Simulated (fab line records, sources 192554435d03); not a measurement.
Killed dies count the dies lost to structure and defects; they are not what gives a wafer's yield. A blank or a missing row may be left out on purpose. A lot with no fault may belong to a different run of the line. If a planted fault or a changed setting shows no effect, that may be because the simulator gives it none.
Which tool is to blame? | flow n5 finfet | 69 wafers from 23 lots sampled at 3 of the route's 1938 steps

WHAT EACH GAUGE READ, for each wafer
N5_BEOL_M0_SAQP_OVL_MEAS_41. Usual: for M0_CUT1_OVL the level is -0.5 nm and the standard deviation is 0.8.
lot  | measured     | on         | M0_CUT1_OVL (nm) | flag
L074 | day 5 18:34  | overlay-01 | -2.9 -2.2 -2.2   |
L075 | day 5 23:19  | overlay-02 | 0.5 -0.2 -0.3    |
L076 | day 6 08:20  | overlay-02 | 0.0 0.3 1.2      |
L077 | day 6 12:55  | overlay-01 | -0.6 -0.7 -0.4   |
L079 | day 7 01:35  | overlay-01 | -0.5 -1.0 0.6    |
L078 | day 7 02:05  | overlay-01 | 0.4 -0.3 0.8     |
L080 | day 7 05:57  | overlay-02 | -0.8 -1.0 -0.6   |
L081 | day 7 08:43  | overlay-01 | -0.8 -0.2 -1.3   |
L082 | day 8 01:38  | overlay-01 | 0.3 -0.3 0.0     |
L083 | day 8 05:39  | overlay-01 | 0.3 1.4 0.2      |
L084 | day 8 10:16  | overlay-02 | -1.0 -0.2 0.0    |
L085 | day 8 21:40  | overlay-02 | -1.0 -0.9 -0.6   |
L086 | day 9 00:59  | overlay-02 | 0.4 -0.5 -0.3    |
L087 | day 9 03:58  | overlay-01 | -0.2 -0.6 -1.6   |
L088 | day 9 07:04  | overlay-02 | 0.0 -0.8 -0.6    |
L089 | day 9 12:57  | overlay-01 | -1.2 0.0 -0.1    |
L090 | day 9 15:03  | overlay-02 | -0.8 -1.6 -1.2   |
L091 | day 9 23:22  | overlay-01 | -1.0 -0.1 -1.0   |
L092 | day 10 02:44 | overlay-02 | -0.2 -1.3 -1.2   |
L093 | day 10 15:44 | overlay-01 | -0.2 -0.9 -0.7   |
L094 | day 10 17:00 | overlay-02 | -1.0 -0.1 -0.9   |
L095 | day 11 04:24 | overlay-02 | 0.1 -1.0 -0.5    |
L097 | day 11 16:06 | overlay-01 | 0.3 1.4 0.7      |

WHAT TOOL EACH LOT RAN ON (gives the tool, then ch and the chambers of the sampled wafers, and finally the start)
lot  | N5_BEOL_M0_SAQP_PECVD_96        | N5_BEOL_M0_SAQP_PECVD_97
L074 | pecvd-02 ch 0,1,2, day 5 14:01  | pecvd-02 ch 0,1,2, day 5 14:04
L075 | pecvd-02 ch 0,1,2, day 5 18:21  | pecvd-02 ch 0,1,2, day 5 18:24
L076 | pecvd-01 ch 0,1,2, day 6 03:41  | pecvd-01 ch 0,1,2, day 6 03:44
L077 | pecvd-02 ch 0,1, day 6 07:53    | pecvd-02 ch 0,1, day 6 07:56
L079 | pecvd-03 ch 1,2, day 6 20:31    | pecvd-03 ch 1,2, day 6 20:34
L078 | pecvd-02 ch 0,1,2, day 6 21:23  | pecvd-02 ch 0,1,2, day 6 21:26
L080 | pecvd-01 ch 0,1, day 7 00:42    | pecvd-01 ch 0,1, day 7 00:45
L081 | pecvd-03 ch 1,2, day 7 04:18    | pecvd-03 ch 1,2, day 7 04:21
L082 | pecvd-01 ch 1,2, day 7 20:22    | pecvd-01 ch 1,2, day 7 20:25
L083 | pecvd-03 ch 0,1,2, day 8 01:19  | pecvd-03 ch 0,1,2, day 8 01:22
L084 | pecvd-03 ch 0,1,2, day 8 05:07  | pecvd-03 ch 0,1,2, day 8 05:10
L085 | pecvd-01 ch 0,1,2, day 8 16:21  | pecvd-01 ch 0,1,2, day 8 16:23
L086 | pecvd-03 ch 0,1, day 8 20:08    | pecvd-03 ch 0,1, day 8 20:13
L087 | pecvd-03 ch 0,1, day 8 23:00    | pecvd-03 ch 0,1, day 8 23:04
L088 | pecvd-01 ch 0,1,2, day 9 02:14  | pecvd-01 ch 0,1,2, day 9 02:16
L089 | pecvd-01 ch 1,2, day 9 05:51    | pecvd-01 ch 1,2, day 9 05:54
L090 | pecvd-01 ch 0,1, day 9 09:37    | pecvd-01 ch 0,1, day 9 09:39
L091 | pecvd-02 ch 0,2, day 9 18:34    | pecvd-02 ch 0,2, day 9 18:36
L092 | pecvd-02 ch 0,2, day 9 21:34    | pecvd-02 ch 0,2, day 9 21:37
L093 | pecvd-01 ch 0,1,2, day 10 08:02 | pecvd-01 ch 0,1,2, day 10 08:04
L094 | pecvd-03 ch 1,2, day 10 11:04   | pecvd-03 ch 1,2, day 10 11:07
L095 | pecvd-03 ch 0,1, day 10 21:53   | pecvd-03 ch 0,1, day 10 21:56
L097 | pecvd-01 ch 0,2, day 11 11:37   | pecvd-01 ch 0,2, day 11 11:40
- N5_BEOL_M0_SAQP_PECVD_96: deposits a-Si from SiH4/He, target thk 45 nm, time 45.2 s.
- N5_BEOL_M0_SAQP_PECVD_97: deposits SiNx from SiH4/NH3/N2, target thk 23 nm, time 19.9 s.

WHAT THE TOOLS THEMSELVES READ (means of the sampled wafers that have a number; where no wafer has one, the mark that the record gives instead)
N5_BEOL_M0_SAQP_PECVD_96. Usual: heater power w 599 W, standard deviation 84; rf fwd power W 99.2 W, standard deviation 0.37; showerhead plenum p Torr 5.676 Torr, standard deviation 0.014; throttle valve pct 18.4 %, standard deviation 1.3.
lot  | tool     | heater power w (W) | rf fwd power W (W) | showerhead plenum p Torr (Torr) | throttle valve pct (%) | flag
L074 | pecvd-02 | 586                | 99.0               | 5.675                           | 17.6                   |
L075 | pecvd-02 | 626                | 99.1               | 5.674                           | 17.7                   |
L076 | pecvd-01 | 589                | 99.2               | 5.677                           | 18.1                   |
L077 | pecvd-02 | 683                | 99.3               | 5.672                           | 18.2                   |
L079 | pecvd-03 | 620                | 99.2               | 5.673                           | 19.5                   |
L078 | pecvd-02 | 632                | 99.4               | 5.679                           | 17.6                   |
L080 | pecvd-01 | 581                | 99.4               | 5.682                           | 19.2                   |
L081 | pecvd-03 | 685                | 99.3               | 5.662                           | 18.8                   |
L082 | pecvd-01 | 619                | 99.0               | 5.667                           | 17.2                   |
L083 | pecvd-03 | 612                | 98.8               | 5.672                           | 19.0                   |
L084 | pecvd-03 | 630                | 99.1               | 5.673                           | 19.3                   |
L085 | pecvd-01 | 582                | 99.3               | 5.684                           | 18.2                   |
L086 | pecvd-03 | 536                | 99.2               | 5.673                           | 19.8                   |
L087 | pecvd-03 | 564                | 98.9               | 5.671                           | 19.9                   |
L088 | pecvd-01 | 581                | 98.9               | 5.684                           | 18.3                   |
L089 | pecvd-01 | 577                | 99.3               | 5.689                           | 17.1                   |
L090 | pecvd-01 | 540                | 99.3               | 5.680                           | 19.1                   |
L091 | pecvd-02 | 544                | 99.4               | 5.684                           | 17.0                   |
L092 | pecvd-02 | 532                | 99.2               | 5.680                           | 17.1                   |
L093 | pecvd-01 | 600                | 99.5               | 5.689                           | 18.3                   |
L094 | pecvd-03 | 588                | 99.6               | 5.671                           | 19.5                   |
L095 | pecvd-03 | 543                | 99.2               | 5.682                           | 19.6                   |
L097 | pecvd-01 | 602                | 99.3               | 5.683                           | 17.3                   |

N5_BEOL_M0_SAQP_PECVD_97. Usual: heater power w 526 W, standard deviation 77; rf fwd power W 297.0 W, standard deviation 1.1; showerhead plenum p Torr 5.153 Torr, standard deviation 0.016; throttle valve pct 40.4 %, standard deviation 2.8.
lot  | tool     | heater power w (W) | rf fwd power W (W) | showerhead plenum p Torr (Torr) | throttle valve pct (%) | flag
L074 | pecvd-02 | 544                | 297.2              | 5.147                           | 38.5                   |
L075 | pecvd-02 | 561                | 295.5              | 5.159                           | 38.4                   |
L076 | pecvd-01 | 525                | 297.3              | 5.164                           | 39.8                   |
L077 | pecvd-02 | 615                | 296.9              | 5.143                           | 39.8                   |
L079 | pecvd-03 | 556                | 297.2              | 5.141                           | 42.7                   |
L078 | pecvd-02 | 553                | 296.1              | 5.152                           | 38.5                   |
L080 | pecvd-01 | 521                | 297.3              | 5.169                           | 42.1                   |
L081 | pecvd-03 | 647                | 297.6              | 5.145                           | 41.0                   |
L082 | pecvd-01 | 496                | 296.7              | 5.159                           | 37.5                   |
L083 | pecvd-03 | 550                | 296.5              | 5.149                           | 42.5                   |
L084 | pecvd-03 | 542                | 296.1              | 5.152                           | 42.4                   |
L085 | pecvd-01 | 517                | 296.7              | 5.158                           | 39.8                   |
L086 | pecvd-03 | 451                | 297.3              | 5.144                           | 43.1                   |
L087 | pecvd-03 | 484                | 296.2              | 5.142                           | 43.7                   |
L088 | pecvd-01 | 492                | 297.3              | 5.159                           | 39.7                   |
L089 | pecvd-01 | 490                | 297.1              | 5.159                           | 37.3                   |
L090 | pecvd-01 | 489                | 297.4              | 5.156                           | 42.2                   |
L091 | pecvd-02 | 452                | 296.5              | 5.178                           | 37.5                   |
L092 | pecvd-02 | 508                | 297.3              | 5.163                           | 37.5                   |
L093 | pecvd-01 | 525                | 296.2              | 5.167                           | 40.0                   |
L094 | pecvd-03 | 541                | 298.1              | 5.140                           | 42.9                   |
L095 | pecvd-03 | 458                | 297.8              | 5.143                           | 43.3                   |
L097 | pecvd-01 | 551                | 297.3              | 5.164                           | 38.0                   |

THE ANSWER, worked out from the rows above alone
Rule: lot off if the mean of its wafers having a number is beyond 3 standard deviations from the usual mean. Also off: a lot with no number at a reading for which 4 or more lots have one. Any other lot the step has rows for is counted as sound. Order of review: gauges by route order, followed by the tools' own readings, for which a lot's mean as printed above is used. At the first step where some lot is off, the reading lying furthest off is the one used; lots without a number count as furthest.
None of the lots is off at any reading shown; this tells nothing.

WHAT THE SIMULATOR HAD PUT IN
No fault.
